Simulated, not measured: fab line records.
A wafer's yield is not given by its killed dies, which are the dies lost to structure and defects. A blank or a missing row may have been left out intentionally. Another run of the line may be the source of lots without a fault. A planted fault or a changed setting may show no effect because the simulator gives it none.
Chamber matching || flow nand_harc || 3 sister chambers for NHARC_A_CHANNEL_HOLE_D1_DEP_01 on pecvd-01
The step deposits SiON, target thk 140 nm. 14 wafers are shown with their chamber, then 7 later ones without.

## EACH WAFER AND ITS CHAMBER
{"wafer": "L926.3", "chamber": 0, "heater_power_w (W)": 966}
{"wafer": "L926.5", "chamber": 1, "heater_power_w (W)": 771}
{"wafer": "L926.6", "chamber": 2, "heater_power_w (W)": 766}
{"wafer": "L927.2", "chamber": 2, "heater_power_w (W)": 839}
{"wafer": "L927.3", "chamber": 0, "heater_power_w (W)": 945}
{"wafer": "L927.5", "chamber": 1, "heater_power_w (W)": 749}
{"wafer": "L930.2", "chamber": 1, "heater_power_w (W)": 666}
{"wafer": "L930.3", "chamber": 0, "heater_power_w (W)": 963}
{"wafer": "L930.6", "chamber": 0, "heater_power_w (W)": 972}
{"wafer": "L931.1", "chamber": 0, "heater_power_w (W)": 876}
{"wafer": "L931.4", "chamber": 1, "heater_power_w (W)": 795}
{"wafer": "L931.6", "chamber": 0, "heater_power_w (W)": 863}
{"wafer": "L936.1", "chamber": 2, "heater_power_w (W)": 794}
{"wafer": "L936.2", "chamber": 1, "heater_power_w (W)": 753}

SIGNATURES (averages over the wafers above)
{"reading": "heater_power_w", "chamber 0": 930.83, "chamber 1": 746.80, "chamber 2": 799.67, "scatter within a chamber": 46.7}
Rule: for a wafer and a chamber, the distance is found by dividing, reading by reading, the gap between the wafer's reading and the chamber's mean by the reading's scatter, squaring, summing and taking the root. If the next closest chamber is less than 2 further off than the closest, the wafer can't be placed; otherwise it belongs to the closest. How the scatter is found: for the shown wafers, subtract from each reading the mean of its chamber, square and add these, divide the total by (wafers less chambers), then take the root.

## WAFERS WITHOUT THEIR CHAMBER
{"wafer": "L936.4", "heater_power_w (W)": 769}
{"wafer": "L942.1", "heater_power_w (W)": 938}
{"wafer": "L942.4", "heater_power_w (W)": 699}
{"wafer": "L942.6", "heater_power_w (W)": 951}
{"wafer": "L948.1", "heater_power_w (W)": 659}
{"wafer": "L948.5", "heater_power_w (W)": 745}
{"wafer": "L948.6", "heater_power_w (W)": 942}

## THE CHAMBER EACH PASSED THROUGH
{"wafer": "L936.4", "from the rows above": "can't be placed: 1 or 2", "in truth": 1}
{"wafer": "L942.1", "from the rows above": 0, "in truth": 0}
{"wafer": "L942.4", "from the rows above": "can't be placed: 1 or 2", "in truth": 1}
{"wafer": "L942.6", "from the rows above": 0, "in truth": 0}
{"wafer": "L948.1", "from the rows above": "can't be placed: 1 or 2", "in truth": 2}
{"wafer": "L948.5", "from the rows above": "can't be placed: 1 or 2", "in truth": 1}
{"wafer": "L948.6", "from the rows above": 0, "in truth": 0}
3 of 7 placed correctly. Can't be placed from these rows: 4 (the true chamber is among the candidates in 4). Number placed wrongly: 0.
